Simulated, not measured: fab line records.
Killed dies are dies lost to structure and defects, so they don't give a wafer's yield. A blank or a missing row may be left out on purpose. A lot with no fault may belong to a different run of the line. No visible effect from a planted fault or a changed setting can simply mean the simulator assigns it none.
What tool caused it?	flow nandHarc	24 lots with 72 wafers sampled at 5 steps, on a route of 1302 steps

WHAT THE GAUGES SHOWED, per wafer
NHARC_P_STI_CD_MEAS_16.
lot	measured	on	cdNm (nm)
L074	day 3 00:31	cdSem-01	199.0 199.9 198.2
L075	day 3 11:22	cdSem-02	202.3 202.1 202.6
L076	day 3 18:03	cdSem-03	200.6 198.5 199.1
L077	day 4 03:49	cdSem-03	198.7 200.7 198.3
L078	day 4 13:47	cdSem-02	197.7 195.4 201.3
L079	day 4 21:31	cdSem-02	200.3 198.3 203.1
L080	day 5 10:43	cdSem-02	206.3 202.0 200.2
L081	day 5 17:24	cdSem-03	199.9 200.8 202.1
L082	day 6 04:30	cdSem-01	197.0 198.1 195.3
L083	day 6 17:52	cdSem-01	201.5 203.7 203.8
L084	day 7 03:44	cdSem-01	207.0 199.4 199.8
L085	day 7 09:55	cdSem-02	202.5 198.7 199.5
L086	day 7 18:53	cdSem-02	199.6 203.8 201.9
L087	day 8 06:58	cdSem-02	199.2 198.5 201.5
L088	day 8 17:36	cdSem-03	199.6 200.8 202.7
L089	day 9 02:53	cdSem-02	203.7 199.5 199.3
L090	day 9 11:58	cdSem-02	200.8 201.8 199.6
L091	day 9 22:16	cdSem-03	198.8 199.7 199.0
L092	day 10 08:21	cdSem-03	196.7 198.0 198.9
L093	day 10 20:55	cdSem-01	198.5 200.5 202.3
L094	day 11 06:07	cdSem-02	201.0 198.9 203.3
L095	day 11 17:08	cdSem-02	202.6 200.2 203.0
L096	day 12 01:52	cdSem-03	195.6 198.3 203.0
L097	day 12 10:22	cdSem-02	203.5 201.5 203.1

NHARC_P_BONDPAD_CD_MEAS_09: target cd 500 nm.
lot	measured	on	cdNm (nm)
L074	day 6 18:11	cdSem-01	497.4 497.8 501.9
L075	day 7 06:41	cdSem-02	503.2 499.2 497.9
L076	day 7 06:02	cdSem-01	503.5 502.4 499.5
L077	day 7 20:33	cdSem-01	500.4 502.9 498.9
L078	day 8 10:29	cdSem-01	496.9 499.5 501.5
L079	day 8 15:37	cdSem-01	501.5 498.4 500.8
L080	day 9 08:30	cdSem-02	498.6 496.6 499.3
L081	day 9 07:29	cdSem-03	501.5 499.9 499.8
L082	day 10 04:52	cdSem-03	502.1 499.3 502.2
L083	day 10 06:41	cdSem-03	502.8 499.0 498.7
L084	day 10 21:58	cdSem-02	499.0 498.5 498.7
L085	day 11 01:46	cdSem-01	502.0 502.4 501.8
L086	day 11 13:13	cdSem-03	500.5 505.5 506.9
L087	day 12 20:27	cdSem-02	500.8 498.5 500.2
L088	day 12 19:53	cdSem-02	500.9 501.2 497.8
L089	day 13 04:41	cdSem-03	501.3 503.5 500.7
L090	day 13 09:53	cdSem-03	500.2 497.6 496.6
L091	day 13 22:31	cdSem-02	498.0 500.6 499.5
L092	day 14 03:20	cdSem-01	498.2 497.7 498.2
L093	day 14 13:23	cdSem-03	501.7 502.0 501.1
L094	day 15 01:55	cdSem-03	501.6 500.7 499.3
L095	day 15 12:11	cdSem-03	497.3 500.7 500.2
L096	day 15 21:10	cdSem-01	502.4 499.5 500.7
L097	day 16 03:56	cdSem-01	498.7 499.2 500.4

WHICH TOOL RAN EACH LOT (tool, then ch and the chambers of the sampled wafers, then the start)
lot	NHARC_P_CONTACT_DEP_00	NHARC_P_CONTACT_ETCH_31	NHARC_P_M2_ETCH_28
L074	pecvd-04 ch 0,2, day 6 18:11 or earlier	rieDiel-08 ch 0,1, day 6 18:11 or earlier	rieDiel-01 ch 1,3, day 6 18:11 or earlier
L075	pecvd-04 ch 1,2, day 7 06:41 or earlier	rieDiel-08 ch 0,3, day 7 06:41 or earlier	rieDiel-01 ch 0,2,3, day 7 06:41 or earlier
L076	pecvd-02 ch 0,1,2, day 7 06:02 or earlier	rieDiel-03 ch 0,2, day 7 06:02 or earlier	rieDiel-01 ch 1,2,3, day 7 06:02 or earlier
L077	pecvd-04 ch 0,1, day 7 20:33 or earlier	rieDiel-05 ch 0,2,3, day 7 20:33 or earlier	rieDiel-12 ch 0,2,3, day 7 20:33 or earlier
L078	pecvd-01 ch 0,1,2, day 8 10:29 or earlier	rieDiel-03 ch 1,2,3, day 8 10:29 or earlier	rieDiel-12 ch 0,2,3, day 8 10:29 or earlier
L079	pecvd-02 ch 0,1, day 8 15:37 or earlier	rieDiel-08 ch 2,3, day 8 15:37 or earlier	rieDiel-01 ch 0,2,3, day 8 15:37 or earlier
L080	pecvd-01 ch 0,1,2, day 9 08:30 or earlier	rieDiel-08 ch 0,2,3, day 9 08:30 or earlier	rieDiel-12 ch 1,2,3, day 9 08:30 or earlier
L081	pecvd-04 ch 0,1,2, day 9 07:29 or earlier	rieDiel-05 ch 1,2,3, day 9 07:29 or earlier	rieDiel-12 ch 2,3, day 9 07:29 or earlier
L082	pecvd-02 ch 0,1,2, day 10 04:52 or earlier	rieDiel-05 ch 0,1,3, day 10 04:52 or earlier	rieDiel-04 ch 0,1,2, day 10 04:52 or earlier
L083	pecvd-02 ch 0,1,2, day 10 06:41 or earlier	rieDiel-08 ch 1,2,3, day 10 06:41 or earlier	rieDiel-04 ch 0,1,3, day 10 06:41 or earlier
L084	pecvd-04 ch 1,2, day 10 21:58 or earlier	rieDiel-05 ch 0,2, day 10 21:58 or earlier	rieDiel-01 ch 0,2, day 10 21:58 or earlier
L085	pecvd-01 ch 1,2, day 11 01:46 or earlier	rieDiel-03 ch 0,2,3, day 11 01:46 or earlier	rieDiel-04 ch 0,1, day 11 01:46 or earlier
L086	pecvd-01 ch 0,1,2, day 11 13:13 or earlier	rieDiel-08 ch 0,1,3, day 11 13:13 or earlier	rieDiel-04 ch 0,2,3, day 11 13:13 or earlier
L087	pecvd-02 ch 0,1, day 12 20:27 or earlier	rieDiel-03 ch 0,3, day 12 20:27 or earlier	rieDiel-04 ch 0,1, day 12 20:27 or earlier
L088	pecvd-01 ch 0,1, day 12 19:53 or earlier	rieDiel-05 ch 2,3, day 12 19:53 or earlier	rieDiel-04 ch 1,2,3, day 12 19:53 or earlier
L089	pecvd-02 ch 0,1,2, day 13 04:41 or earlier	rieDiel-05 ch 1,3, day 13 04:41 or earlier	rieDiel-01 ch 0,2,3, day 13 04:41 or earlier
L090	pecvd-01 ch 1,2, day 13 09:53 or earlier	rieDiel-05 ch 1,3, day 13 09:53 or earlier	rieDiel-12 ch 1,2,3, day 13 09:53 or earlier
L091	pecvd-02 ch 0,1,2, day 13 22:31 or earlier	rieDiel-08 ch 0,1, day 13 22:31 or earlier	rieDiel-01 ch 0,1,2, day 13 22:31 or earlier
L092	pecvd-02 ch 0,1,2, day 14 03:20 or earlier	rieDiel-03 ch 1,3, day 14 03:20 or earlier	rieDiel-12 ch 0,2,3, day 14 03:20 or earlier
L093	pecvd-01 ch 1,2, day 14 13:23 or earlier	rieDiel-03 ch 0,1,2, day 14 13:23 or earlier	rieDiel-12 ch 0,1,3, day 14 13:23 or earlier
L094	pecvd-02 ch 0,2, day 15 01:55 or earlier	rieDiel-08 ch 0,2,3, day 15 01:55 or earlier	rieDiel-12 ch 2,3, day 15 01:55 or earlier
L095	pecvd-01 ch 0,1,2, day 15 12:11 or earlier	rieDiel-03 ch 0,1,2, day 15 12:11 or earlier	rieDiel-04 ch 1,2,3, day 15 12:11 or earlier
L096	pecvd-02 ch 0,1, day 15 21:10 or earlier	rieDiel-08 ch 0,1,2, day 15 21:10 or earlier	rieDiel-12 ch 1,2,3, day 15 21:10 or earlier
L097	pecvd-02 ch 1,2, day 16 03:56 or earlier	rieDiel-03 ch 0,2, day 16 03:56 or earlier	rieDiel-01 ch 0,1,3, day 16 03:56 or earlier
- NHARC_P_CONTACT_DEP_00: deposits SiO2, target thk 500 nm.
- NHARC_P_CONTACT_ETCH_31: etches the open film in CH3F/O2, target depth 30 nm, time 85.7 s.
- NHARC_P_M2_ETCH_28: etches the open film in CF4/N2, target depth 30 nm, time 72.99 s.

WHAT THE TOOLS THEMSELVES READ (means of the sampled wafers that have a number; where no wafer has one, the mark that the record gives instead)
NHARC_P_CONTACT_DEP_00.
lot	tool	heaterPowerW (W)	throttleValvePct (%)
L074	pecvd-04	560	15.5
L075	pecvd-04	596	15.2
L076	pecvd-02	463	16.1
L077	pecvd-04	507	16.2
L078	pecvd-01	554	15.9
L079	pecvd-02	427	16.3
L080	pecvd-01	549	15.9
L081	pecvd-04	506	15.6
L082	pecvd-02	527	16.1
L083	pecvd-02	545	16.1
L084	pecvd-04	589	15.4
L085	pecvd-01	491	16.0
L086	pecvd-01	536	16.2
L087	pecvd-02	429	15.9
L088	pecvd-01	557	16.0
L089	pecvd-02	497	15.9
L090	pecvd-01	554	16.0
L091	pecvd-02	529	16.0
L092	pecvd-02	492	16.0
L093	pecvd-01	490	16.1
L094	pecvd-02	480	15.8
L095	pecvd-01	556	15.7
L096	pecvd-02	442	16.1
L097	pecvd-02	504	16.3

NHARC_P_CONTACT_ETCH_31.
lot	tool	drypumpMotorCurrentA (A)	oesProductAu (a.u.)	rfVppV (V)	showerheadPlenumPTorr (Torr)	throttleValvePct (%)
L074	rieDiel-08	5.6	0.963	244.3	2.44	20.674
L075	rieDiel-08	5.7	0.985	244.7	2.48	20.673
L076	rieDiel-03	6.2	0.986	243.7	2.43	20.670
L077	rieDiel-05	6.1	0.971	246.6	2.60	20.662
L078	rieDiel-03	6.2	0.960	244.3	2.45	20.663
L079	rieDiel-08	6.5	0.990	245.3	2.51	20.664
L080	rieDiel-08	6.1	1.008	243.7	2.49	20.663
L081	rieDiel-05	6.3	0.984	244.7	2.50	20.665
L082	rieDiel-05	6.0	0.977	245.3	2.52	20.665
L083	rieDiel-08	6.2	1.002	244.6	2.52	20.656
L084	rieDiel-05	6.1	0.975	245.5	2.58	20.665
L085	rieDiel-03	6.3	0.979	244.2	2.41	20.663
L086	rieDiel-08	5.8	0.988	245.0	2.50	20.670
L087	rieDiel-03	6.3	0.967	243.4	2.38	20.668
L088	rieDiel-05	6.2	0.962	246.7	2.61	20.662
L089	rieDiel-05	6.2	0.980	243.3	2.43	20.672
L090	rieDiel-05	6.2	0.976	243.7	2.43	20.669
L091	rieDiel-08	5.7	0.999	243.9	2.44	20.665
L092	rieDiel-03	6.0	0.987	245.6	2.50	20.666
L093	rieDiel-03	6.1	0.991	244.5	2.48	20.661
L094	rieDiel-08	6.1	0.992	245.0	2.49	20.667
L095	rieDiel-03	6.1	0.985	245.0	2.48	20.659
L096	rieDiel-08	6.1	0.993	243.5	2.45	20.661
L097	rieDiel-03	6.3	0.972	244.2	2.43	20.661

NHARC_P_M2_ETCH_28.
lot	tool	drypumpMotorCurrentA (A)	oesProductAu (a.u.)	rfVppV (V)	showerheadPlenumPTorr (Torr)	throttleValvePct (%)
L074	rieDiel-01	5.6	1.001	315.3	2.69	19.805
L075	rieDiel-01	5.9	1.009	314.8	2.63	19.803
L076	rieDiel-01	5.9	0.997	314.0	2.68	19.789
L077	rieDiel-12	6.4	1.004	313.8	2.58	19.784
L078	rieDiel-12	6.4	1.007	313.2	2.58	19.788
L079	rieDiel-01	5.9	1.003	314.9	2.63	19.794
L080	rieDiel-12	5.8	1.006	311.4	2.50	19.790
L081	rieDiel-12	6.2	0.995	312.2	2.50	19.791
L082	rieDiel-04	5.7	0.999	314.6	2.61	19.804
L083	rieDiel-04	6.0	1.004	313.4	2.57	19.788
L084	rieDiel-01	5.5	1.003	315.6	2.66	19.796
L085	rieDiel-04	5.7	0.991	312.3	2.53	19.785
L086	rieDiel-04	6.0	1.004	315.1	2.65	19.788
L087	rieDiel-04	5.7	0.995	312.6	2.53	19.799
L088	rieDiel-04	6.0	0.993	313.0	2.59	19.801
L089	rieDiel-01	5.9	1.008	314.8	2.63	19.801
L090	rieDiel-12	5.8	0.995	311.5	2.50	19.807
L091	rieDiel-01	5.4	1.001	315.4	2.71	19.802
L092	rieDiel-12	6.4	0.991	313.5	2.58	19.794
L093	rieDiel-12	5.7	1.000	313.2	2.54	19.785
L094	rieDiel-12	6.5	0.989	312.5	2.53	19.794
L095	rieDiel-04	6.0	0.991	313.0	2.58	19.792
L096	rieDiel-12	5.8	0.986	311.6	2.49	19.796
L097	rieDiel-01	5.7	1.005	314.9	2.64	19.799

THE ANSWER, worked out from the rows above alone
Rule: usual is defined by the lots themselves. The widest of any qualifying gaps counts: lots, ordered by their means at a reading, are off when they make up no more than a third of the lots, leave a main group of 4 or more, and stand apart from it by 3 or more times the standard deviation of that group's means. A main group whose means are all the same, to the digits that the tables above print for the reading, isn't used. A lot without any number at a reading at which 4 lots or more have one is off too. All remaining lots with rows at the step are treated as sound. Order of review: gauges by route order, followed by the tools' own readings, for which a lot's mean as printed above is used. The first step at which some lot is off is used, and at that step the reading that is off furthest; a lot without a number counts as furthest.
None of the lots is off at any reading shown; this tells nothing.

WHAT HAD BEEN PUT IN BY THE SIMULATOR
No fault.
